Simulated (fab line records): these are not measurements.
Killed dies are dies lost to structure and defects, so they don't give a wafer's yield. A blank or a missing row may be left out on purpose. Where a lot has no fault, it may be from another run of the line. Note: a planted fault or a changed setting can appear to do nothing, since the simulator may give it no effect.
fab line records	flow nandHarc	part 1 of 2: steps 1 to 4 of 6
[record] lots = 22	wafers = 66	lastDay = 25
route steps=1159 shown P_M2@343 P_BONDPAD@386 A_CHANNEL_HOLE_D1@469 A_CHANNEL_FILL_D1@501
lots that met no fault: taken from a fault-free run of the same line
startH: hours from the record's opening day to when the first of the lot's shown wafers began	waitH: time in hours since the lot's previous step	" same as the row above	L1.1+2: a row that stands for several wafers	- no value, or no start was given	* or withheld: withheld	< > ~ a bound
route shown NAME@n: a module of which the file shows steps, and the number in the route of the first	usual: mean/standard deviation taken from wafers without a fault	same: alike in all rows	chamber/n: place in a boat	sites: the reading at each site	_std_site: the standard deviation of these	_edge_site: mean of outer sites minus mean of inner sites	radiusMm: how far each site lies from the wafer's centre	mask NAME#n: copy n	behind: the most recent tool/chamber to have shaped the wafer	hold: cause of the lot's hold/its duration in hours/its outcome	device: whichever transistor did not switch (one of n, p or np)	end of line: tests of these same wafers at the route's end	a step without rows: its recipe alone	killed: at the first sort, the dies lost to defects and structure; wafer yield is something else	map: the dies of a wafer, with x for killed, . for not killed, _ for no die there
set.NAME: setting as actually run; set.NAME@STEP: the setting as run at that earlier step	model.NAME: the simulator's own value behind a step, which no gauge read
a sample of lots followed through the steps of the route, with each step as a table and each wafer as a row
services: the hour from which a tool's chamber was out of use, counted from the record's first day as startH (under 0 if before that day), plus the number of hours and why
[[steps]]
[step NHARC_P_M2_ANNEAL_31]
[recipe] tempC = 225	timeS = 90
[usual] annealTempC = 224.97/0.16	wafer_temp_C_max = 226.2/0.34
lot.wafer	tool	chamber	startH	waitH	annealTempC	wafer_temp_C_max
L075.1	rtpAnneal-02	0	134.94	0.3	225.09	226.6
L075.2	"	0	"	"	224.92	226.4
L075.3	"	0	"	"	224.87	226.4
L074.1	rtpAnneal-02	0	135.58	0.3	225.01	226.2
L074.2	"	0	"	"	225.04	226.1
L074.3	"	0	"	"	224.91	227.0
L077.1	rtpAnneal-02	0	138.62	-	225.15	226.7
L077.3	"	0	"	"	224.90	226.3
L077.6	"	0	"	"	225.07	226.4
L076.1	rtpAnneal-01	0	143.57	-	224.94	226.0
L076.4	"	0	"	"	224.82	225.6
L076.6	"	0	"	"	225.08	226.0
L078.1	rtpAnneal-02	0	149.21	-	225.12	227.0
L078.3	"	0	"	"	224.73	227.1
L078.6	"	0	"	"	224.94	226.5
L079.1	rtpAnneal-02	0	149.83	0.4	225.24	226.4
L079.2	"	0	"	"	225.05	226.3
L079.6	"	0	"	"	225.23	226.3
L082.1	rtpAnneal-01	0	171.64	0.3	224.90	226.1
L082.3	"	0	"	"	224.88	226.1
L082.5	"	0	"	"	224.99	226.0
L081.2	rtpAnneal-02	0	172.39	-	224.67	226.6
L081.3	"	0	"	"	224.84	226.3
L081.4	"	0	"	"	224.66	226.2
L080.1	rtpAnneal-01	0	172.84	-	224.84	225.6
L080.3	"	0	"	"	225.06	225.5
L080.4	"	0	"	"	225.01	225.7
L083.1	rtpAnneal-01	0	181.21	-	225.00	226.0
L083.3	"	0	"	"	225.19	225.8
L083.4	"	0	"	"	225.04	226.4
L084.2	rtpAnneal-01	0	189.84	-	224.91	226.0
L084.3	"	0	"	"	224.93	225.7
L084.4	"	0	"	"	224.86	225.9
L086.3	rtpAnneal-01	0	201.04	0.3	224.64	226.0
L086.4	"	0	"	"	225.01	226.0
L086.6	"	0	"	"	224.83	225.7
L085.1	rtpAnneal-01	0	201.74	0.3	225.11	225.9
L085.3	"	0	"	"	225.14	225.8
L085.4	"	0	"	"	225.25	226.0
L089.3	rtpAnneal-01	0	203.93	-	224.88	225.8
L089.5	"	0	"	"	224.82	225.7
L089.6	"	0	"	"	225.09	225.8
L087.4	rtpAnneal-02	0	207.11	-	225.06	226.3
L087.5	"	0	"	"	224.91	226.1
L087.6	"	0	"	"	224.81	226.9
L088.1	rtpAnneal-02	0	212.90	0.3	225.27	226.4
L088.2	"	0	"	"	224.98	225.9
L088.4	"	0	"	"	225.19	226.3
L090.2	rtpAnneal-01	0	228.18	0.3	225.05	226.2
L090.5	"	0	"	"	225.22	225.8
L090.6	"	0	"	"	225.05	225.8
L091.2	rtpAnneal-01	0	228.74	-	224.88	226.0
L091.3	"	0	"	"	225.03	226.0
L091.4	"	0	"	"	224.96	226.4
L092.2	rtpAnneal-01	0	234.82	-	224.88	226.1
L092.5	"	0	"	"	225.08	226.4
L092.6	"	0	"	"	224.99	225.9
L093.2	rtpAnneal-02	0	239.22	0.4	224.91	226.4
L093.3	"	0	"	"	225.04	226.0
L093.6	"	0	"	"	225.28	226.2
L096.4	rtpAnneal-02	0	256.50	0.3	224.90	226.7
L096.5	"	0	"	"	224.89	226.4
L096.6	"	0	"	"	224.83	227.2
L097.1	rtpAnneal-02	0	263.78	-	225.21	226.5
L097.2	"	0	"	"	224.89	226.5
L097.5	"	0	"	"	224.98	226.4
[step NHARC_P_BONDPAD_ACTIVATE_29]
[recipe] timeS = 60	n2FlowSccm = 200	arFlowSccm = 0	biasPowerW = 0	chemistry = N2
[usual] drypumpMotorCurrentA = 5.6/0.35	oesProductAu = 0.999/0.0092	rfVppV = 63.8/0.95	showerheadPlenumPTorr = 1.73/0.074
lot.wafer	tool	chamber	startH	waitH	drypumpMotorCurrentA	oesProductAu	rfHoursCounterH	rfVppV	showerheadPlenumPTorr
L075.2	rieDiel-10	3	140.53	0.1	5.7	1.020	12	63.7	1.66
L075.3	"	0	"	"	5.8	1.015	11	65.6	1.77
L075.1	"	2	"	"	5.2	1.002	12	64.7	1.81
L074.3	rieDiel-10	1	141.16	0.1	5.1	0.998	12	63.0	1.68
L074.1	"	2	"	"	5.2	0.999	12	65.1	1.81
L074.2	"	3	"	"	5.8	1.006	12	64.2	1.67
L077.3	rieDiel-10	3	144.21	0.1	5.7	1.013	12	64.6	1.67
L077.1	"	0	"	"	5.8	1.016	11	63.0	1.77
L077.6	"	3	"	"	5.8	1.008	-	63.6	1.67
L076.4	rieDiel-10	3	149.06	0.1	5.7	1.006	12	63.7	1.66
L076.1	"	0	"	"	5.7	1.011	12	63.5	1.77
L076.6	"	1	"	"	5.1	0.998	-	65.1	1.68
L078.1	rieDiel-10	2	154.57	0.1	5.2	0.995	13	64.3	1.82
L078.3	"	0	"	"	5.8	1.006	12	64.6	1.77
L078.6	"	2	"	"	5.2	0.991	-	64.9	1.81
L079.1	rieDiel-10	3	155.57	0.4	5.7	1.002	13	63.7	1.67
L079.2	"	1	"	"	5.1	0.999	13	63.6	1.68
L079.6	"	0	"	"	5.7	1.008	-	63.3	1.77
L082.1	rieDiel-13	1	177.06	0.1	5.8	0.974	24	64.1	1.65
L082.3	"	0	"	"	5.6	1.001	25	64.2	1.78
L082.5	"	2	"	"	5.3	0.989	-	63.7	1.84
L081.3	rieDiel-13	3	177.95	0.1	6.1	0.983	28	64.3	1.65
L081.2	"	1	"	"	5.8	0.985	25	63.5	1.65
L081.4	"	2	"	"	5.3	1.002	29	64.0	1.84
L080.3	rieDiel-13	3	178.29	0.1	6.1	0.996	28	61.5	1.65
L080.1	"	0	"	"	5.6	0.995	25	63.8	1.78
L080.4	"	2	"	"	5.3	1.001	29	64.7	1.84
L083.1	rieDiel-13	3	187.46	0.1	6.0	0.994	31	63.4	1.65
L083.4	"	1	"	"	5.8	0.986	27	64.5	1.65
L083.3	"	2	"	"	5.3	1.012	32	65.0	1.84
L084.4	rieDiel-13	1	195.53	0.1	5.8	0.988	29	62.5	1.65
L084.3	"	2	"	"	5.3	1.006	34	62.9	1.84
L084.2	"	3	"	"	6.1	0.990	33	62.9	1.64
L086.3	rieDiel-10	3	206.41	0.1	5.7	1.006	2	64.7	1.66
L086.4	"	0	"	"	5.8	1.002	3	62.7	1.76
L086.6	"	3	"	"	5.7	1.003	-	65.0	1.66
L085.4	rieDiel-10	2	207.67	0.1	5.2	0.973	3	63.0	1.81
L085.1	"	3	"	"	5.7	1.002	2	62.6	1.66
L085.3	"	0	"	"	5.7	0.997	3	63.1	1.76
L089.3	rieDiel-10	1	209.45	0.1	5.1	1.016	3	63.5	1.67
L089.5	"	0	"	"	5.8	1.003	-	63.3	1.76
L089.6	"	1	"	"	5.1	1.003	-	65.0	1.67
L087.4	rieDiel-10	1	212.91	0.1	5.1	1.006	3	64.1	1.67
L087.6	"	3	"	"	5.8	0.991	-	64.8	1.66
L087.5	"	0	"	"	5.8	0.998	-	65.4	1.76
L088.2	rieDiel-10	0	219.16	0.1	5.8	1.005	4	62.8	1.76
L088.4	"	1	"	"	5.1	1.004	4	63.4	1.67
L088.1	"	3	"	"	5.7	0.992	3	64.1	1.66
L090.2	rieDiel-10	1	233.64	0.1	5.1	0.995	5	63.3	1.67
L090.5	"	3	"	"	5.8	1.001	-	64.3	1.66
L090.6	"	0	"	"	5.7	0.999	-	62.3	1.76
L091.3	rieDiel-02	3	234.15	0.1	6.3	0.989	29	63.1	1.63
L091.2	"	0	"	"	5.6	0.988	32	65.5	1.82
L091.4	"	1	"	"	6.1	0.984	31	65.1	1.78
L092.2	rieDiel-02	2	240.30	0.1	5.0	1.011	30	63.8	1.91
L092.6	"	3	"	"	6.3	0.996	-	63.7	1.63
L092.5	"	0	"	"	5.6	0.997	-	64.4	1.82
L093.2	rieDiel-10	0	244.86	0.1	5.7	1.004	6	62.5	1.76
L093.3	"	1	"	"	5.1	0.998	6	62.3	1.67
L093.6	"	2	"	"	5.2	1.008	-	64.0	1.81
L096.4	rieDiel-02	0	261.81	0.1	5.5	1.007	41	65.5	1.81
L096.6	"	3	"	"	6.3	0.996	-	63.7	1.63
L096.5	"	0	"	"	5.6	0.996	-	63.7	1.81
L097.1	rieDiel-10	0	269.36	0.1	5.7	1.012	8	62.4	1.76
L097.2	"	1	"	"	5.1	1.012	8	64.6	1.67
L097.5	"	3	"	"	5.8	0.993	-	64.2	1.66
[step NHARC_A_CHANNEL_HOLE_D1_ETCH_16]
[recipe] targetDepthA = 31000	overEtchFrac = 0.3	timeS = 806	ionEnergyEv = 150	o2FlowSccm = 400	cosFlowSccm = 20	arFlowSccm = 0	rfW = 500	biasW = 300	chemistry = O2/COS
[usual] drypumpMotorCurrentA = 5.7/0.55	oesProductAu = 0.999/0.0094	rfVppV = 313.9/2.3	showerheadPlenumPTorr = 3.11/0.15	throttleValvePct = 28.329/0.0089
lot.wafer	tool	chamber	startH	waitH	drypumpMotorCurrentA	oesProductAu	rfHoursCounterH	rfVppV	showerheadPlenumPTorr	throttleValvePct
L074.3	rieDiel-01	2	-	-	6.5	0.996	2	314.8	3.02	28.345
L074.1	"	3	"	"	5.1	1.001	3	316.3	3.22	28.340
L074.2	"	0	"	"	5.9	0.988	3	313.1	2.92	28.341
L075.2	rieDiel-09	1	-	-	5.1	0.988	8	314.3	3.15	28.327
L075.1	"	2	"	"	5.3	0.992	8	311.9	2.95	28.331
L075.3	"	3	"	"	5.4	0.984	8	316.8	3.33	28.335
L077.1	rieDiel-01	2	-	-	6.5	1.012	3	312.4	3.02	28.340
L077.3	"	0	"	"	5.9	0.983	4	310.8	2.92	28.317
L077.6	"	1	"	"	5.7	1.012	-	313.7	2.95	28.321
L076.4	rieDiel-08	1	-	-	6.7	1.018	3	315.6	3.28	28.334
L076.1	"	3	"	"	5.6	0.995	3	310.6	2.97	28.331
L076.6	"	2	"	"	5.7	0.998	-	315.0	3.24	28.334
L079.2	rieDiel-09	1	-	-	5.1	0.998	10	314.5	3.15	28.313
L079.1	"	3	"	"	5.3	0.983	9	316.3	3.33	28.322
L079.6	"	1	"	"	5.1	0.999	-	315.8	3.15	28.329
L078.1	rieDiel-01	1	-	-	5.7	0.995	5	312.2	2.95	28.342
L078.3	"	2	"	"	6.6	1.001	4	313.9	3.01	28.332
L078.6	"	3	"	"	5.1	1.007	-	316.5	3.22	28.335
L081.2	rieDiel-08	2	-	-	5.6	0.984	5	316.7	3.24	28.321
L081.3	"	3	"	"	5.6	1.004	4	310.8	2.97	28.330
L081.4	"	2	"	"	5.7	1.002	-	315.3	3.24	28.329
L082.1	rieDiel-09	3	-	-	5.3	0.987	10	317.9	3.33	28.343
L082.3	"	2	"	"	5.3	0.997	11	311.7	2.95	28.346
L082.5	"	3	"	"	5.4	0.982	-	316.9	3.33	28.323
L080.4	rieDiel-09	3	-	-	5.4	0.976	11	317.4	3.33	28.326
L080.1	"	1	"	"	5.1	1.002	12	315.6	3.14	28.342
L080.3	"	2	"	"	5.3	1.005	12	311.9	2.95	28.328
L083.1	rieDiel-09	3	-	-	5.3	0.981	12	316.3	3.32	28.317
L083.3	"	0	"	"	5.1	1.017	11	311.1	2.94	28.332
L083.4	"	1	"	"	5.1	0.993	12	312.9	3.14	28.326
L084.3	rieDiel-08	2	-	-	5.7	1.004	6	315.1	3.24	28.335
L084.4	"	0	"	"	6.4	1.011	4	316.4	3.26	28.319
L084.2	"	1	"	"	6.7	1.013	6	316.2	3.28	28.316
L085.3	rieDiel-01	2	-	-	6.6	0.983	6	313.2	3.01	28.320
L085.1	"	3	"	"	5.1	1.000	7	315.0	3.22	28.331
L085.4	"	1	"	"	5.7	0.989	7	312.4	2.95	28.326
L089.3	rieDiel-09	0	-	-	5.1	1.005	14	310.6	2.94	28.341
L089.6	"	1	"	"	5.1	0.988	-	315.2	3.14	28.326
L089.5	"	2	"	"	5.3	0.988	-	310.6	2.94	28.349
L086.4	rieDiel-08	2	-	-	5.6	0.993	7	317.4	3.24	28.350
L086.3	"	0	"	"	6.4	1.001	5	315.8	3.26	28.325
L086.6	"	1	"	"	6.6	1.012	-	318.1	3.28	28.328
L087.4	rieDiel-08	1	-	-	6.6	1.019	8	316.7	3.28	28.334
L087.6	"	2	"	"	5.7	1.003	-	316.8	3.24	28.325
L087.5	"	3	"	"	5.6	0.994	-	310.8	2.96	28.325
L088.2	rieDiel-08	3	-	-	5.6	1.004	8	312.3	2.96	28.330
L088.4	"	0	"	"	6.4	1.004	6	316.1	3.26	28.324
L088.1	"	1	"	"	6.6	1.008	9	317.3	3.28	28.318
L091.2	rieDiel-08	3	-	-	5.6	1.010	9	312.5	2.96	28.344
L091.4	"	0	"	"	6.4	1.008	7	315.8	3.26	28.332
L091.3	"	1	"	"	6.7	1.001	9	315.8	3.28	28.326
L090.2	rieDiel-09	3	-	-	5.3	0.990	1	316.8	3.32	28.315
L090.6	"	1	"	"	5.1	0.991	-	314.3	3.14	28.345
L090.5	"	2	"	"	5.3	0.998	-	311.6	2.94	28.316
L093.3	rieDiel-08	0	-	-	6.4	0.998	8	316.9	3.26	28.327
L093.2	"	2	"	"	5.7	0.995	10	314.9	3.24	28.320
L093.6	"	0	"	"	6.4	1.000	-	315.3	3.26	28.335
L092.2	rieDiel-09	1	-	-	5.0	1.001	2	315.9	3.14	28.330
L092.5	"	0	"	"	5.1	1.009	-	311.6	2.94	28.332
L092.6	"	1	"	"	5.1	1.003	-	314.2	3.14	28.326
L096.4	rieDiel-01	1	-	-	5.7	0.999	11	311.3	2.95	28.336
L096.5	"	0	"	"	5.9	0.985	-	312.1	2.91	28.330
L096.6	"	1	"	"	5.7	0.994	-	311.1	2.95	28.319
L097.2	rieDiel-09	0	-	-	5.1	1.004	3	312.3	2.94	28.313
L097.1	"	3	"	"	5.4	0.993	3	316.9	3.32	28.323
L097.5	"	1	"	"	5.1	0.997	-	313.8	3.14	28.318
[step NHARC_A_CHANNEL_HOLE_D1_ETCH_25]
[recipe] biasV = 5000	sourceW = withheld	pressureMtorr = 20	timeS = 1040.2	arFlowSccm = 375	c4f8FlowSccm = 93.8	o2FlowSccm = 31.2	tempC = -20	targetDepthA = 15000	chemistry = C4F8/O2/Ar
[usual] drypumpMotorCurrentA = 5.5/0.42	heBacksideLeakSccm = 5.4/0.4	showerheadPlenumPTorr = 3.76/0.085	throttleValvePct = 32.235/0.0081
lot.wafer	tool	chamber	startH	waitH	drypumpMotorCurrentA	heBacksideLeakSccm	rfHoursCounterH	showerheadPlenumPTorr	throttleValvePct
L074.2	harEtch-02	1	188.40	0.6	6.1	5.0	107	3.79	32.223
L074.1	"	0	"	"	5.7	4.8	107	3.87	32.248
L074.3	"	1	"	"	6.1	5.0	-	3.79	32.242
L075.1	harEtch-01	1	189.57	0.6	5.4	5.8	190	3.64	32.229
L075.2	"	0	"	"	5.0	5.8	190	3.82	32.240
L075.3	"	0	"	"	5.0	6.0	-	3.82	32.220
L077.1	harEtch-02	0	192.58	0.6	5.7	5.0	111	3.86	32.236
L077.3	"	0	"	"	5.7	4.8	-	3.87	32.233
L077.6	"	1	"	"	6.1	5.0	-	3.78	32.230
L076.1	harEtch-01	0	197.10	0.6	5.0	6.0	197	3.82	32.227
L076.4	"	0	"	"	5.0	5.8	-	3.82	32.237
L076.6	"	1	"	"	5.4	5.6	-	3.64	32.239
L079.1	harEtch-02	1	198.70	0.6	6.2	4.8	116	3.78	32.235
L079.2	"	0	"	"	5.7	4.6	116	3.86	32.234
L079.6	"	1	"	"	6.1	4.7	-	3.78	32.244
L078.1	harEtch-01	0	201.41	0.7	5.0	5.7	201	3.81	32.234
L078.3	"	0	"	"	5.0	5.8	-	3.81	32.224
L078.6	"	0	"	"	5.0	5.7	-	3.81	32.232
L081.2	harEtch-01	1	221.88	0.6	5.4	5.6	207	3.63	32.224
L081.3	"	1	"	"	5.4	5.6	-	3.63	32.226
L081.4	"	0	"	"	5.0	5.9	-	3.81	32.240
L080.1	harEtch-01	0	226.65	0.7	5.0	5.7	211	3.81	32.228
L080.4	"	1	"	"	5.4	5.7	-	3.63	32.235
L080.3	"	0	"	"	5.0	5.6	-	3.81	32.239
L083.1	harEtch-01	1	232.36	0.6	5.4	5.7	216	3.63	32.240
L083.3	"	1	"	"	5.4	5.8	-	3.63	32.243
L083.4	"	0	"	"	5.0	5.8	-	3.81	32.241
L082.1	harEtch-02	0	234.57	13.4	5.7	5.2	121	3.86	32.227
L082.3	"	0	"	"	5.7	5.1	-	3.86	32.224
L082.5	"	1	"	"	6.2	5.1	-	3.78	32.233
L084.2	harEtch-01	0	239.68	0.6	5.0	5.9	220	3.80	32.242
L084.4	"	0	"	"	5.0	6.0	-	3.80	32.243
L084.3	"	1	"	"	5.4	5.5	-	3.63	32.241
L085.1	harEtch-01	0	255.72	0.6	5.0	6.0	227	3.80	32.250
L085.4	"	0	"	"	5.0	5.9	-	3.80	32.242
L085.3	"	1	"	"	5.4	5.5	-	3.62	32.243
L089.3	harEtch-02	0	256.72	0.7	5.7	4.6	-	3.85	32.233
L089.6	"	0	"	"	5.7	4.9	-	3.85	32.242
L089.5	"	1	"	"	6.1	5.0	-	3.77	32.235
L086.3	harEtch-01	1	260.17	0.7	5.4	5.8	-	3.62	32.224
L086.4	"	0	"	"	5.0	5.6	-	3.80	32.228
L086.6	"	0	"	"	5.0	6.0	-	3.80	32.234
L087.4	harEtch-02	0	261.04	0.7	5.6	4.6	-	3.85	32.235
L087.6	"	1	"	"	6.2	4.8	-	3.77	32.240
L087.5	"	0	"	"	5.6	5.0	-	3.85	32.236
L088.2	harEtch-02	0	268.59	0.6	5.7	5.3	139	3.85	32.232
L088.1	"	1	"	"	6.1	5.0	139	3.77	32.240
L088.4	"	0	"	"	5.7	5.5	-	3.85	32.227
L091.2	harEtch-02	0	280.63	0.6	5.7	5.2	143	3.85	32.228
L091.4	"	0	"	"	5.7	5.3	-	3.85	32.254
L091.3	"	1	"	"	6.1	5.1	-	3.77	32.214
L090.2	harEtch-01	0	281.11	0.7	5.0	6.1	239	3.79	32.235
L090.5	"	1	"	"	5.4	5.8	-	3.62	32.240
L090.6	"	0	"	"	5.0	6.0	-	3.79	32.232
L093.2	harEtch-02	1	288.66	0.6	6.2	5.2	150	3.76	32.245
L093.3	"	1	"	"	6.1	5.2	-	3.76	32.235
L093.6	"	1	"	"	6.1	5.4	-	3.76	32.229
L092.2	harEtch-01	0	289.00	0.6	5.0	6.0	246	3.79	32.227
L092.5	"	0	"	"	5.0	5.8	-	3.79	32.245
L092.6	"	1	"	"	5.4	5.8	-	3.61	32.233
L096.4	harEtch-02	0	304.17	0.7	5.7	5.1	-	3.84	32.229
L096.5	"	1	"	"	6.2	5.1	-	3.76	32.236
L096.6	"	0	"	"	5.6	5.4	-	3.84	32.239
L097.2	harEtch-02	1	316.37	0.6	6.1	5.3	165	3.75	32.222
L097.1	"	0	"	"	5.7	5.3	165	3.84	32.242
L097.5	"	1	"	"	6.2	5.5	-	3.75	32.233
